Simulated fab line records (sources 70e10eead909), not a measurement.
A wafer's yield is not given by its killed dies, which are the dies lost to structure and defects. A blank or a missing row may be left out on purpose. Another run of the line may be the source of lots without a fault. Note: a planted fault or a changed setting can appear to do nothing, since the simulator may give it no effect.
Chamber matching | flow nand-harc | NHARC_A_STAIRCASE_ALD_420 on ald-hk-03: 4 sister chambers
The step deposits SiO2, target thk 20 nm, pulse time 6 s, ald cycles 200. 4 wafers are shown with their chamber, then 12 later ones without.

== WAFERS, EACH WITH ITS CHAMBER ==
wafer  | chamber | heater-power-w (W)
L091.5 | 3       | 431
L091.2 | 0       | 490
L091.4 | 1       | 452
L091.6 | 2       | 531

== WAFERS MISSING THEIR CHAMBER ==
wafer  | heater-power-w (W)
L092.1 | 543
L092.4 | 429
L092.5 | 424
L092.2 | 462
L092.3 | 487
L092.6 | 533
L093.1 | 456
L093.2 | 423
L093.3 | 483
L094.1 | 534
L094.4 | 504
L094.6 | 447

== WHICH CHAMBER EACH WENT THROUGH ==
wafer  | from the rows above     | in truth
L092.1 | 2                       | 2
L092.4 | 3                       | 3
L092.5 | 3                       | 3
L092.2 | 1                       | 1
L092.3 | 0                       | 0
L092.6 | 2                       | 2
L093.1 | 1                       | 1
L093.2 | 3                       | 3
L093.3 | 0                       | 0
L094.1 | 2                       | 2
L094.4 | can't be placed: 0 or 2 | 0
L094.6 | can't be placed: 1 or 3 | 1
10 of 12 placed correctly. These rows do not allow placing 2 (true chamber among the candidates in 2). Wrongly placed: 0.
How it was worked out, from the rows above alone: a wafer's distance from a chamber is the root of the sum, over the readings, of the square of ((its reading less the chamber's mean) divided by the reading's scatter). The wafer belongs to the nearest chamber; if the next one is less than 2 further off, it can't be placed. The mean given for a chamber averages the wafers shown for that chamber. The scatter: with one shown wafer a chamber, the root of the mean of the squares of how far each hidden wafer lies from its nearest shown one.
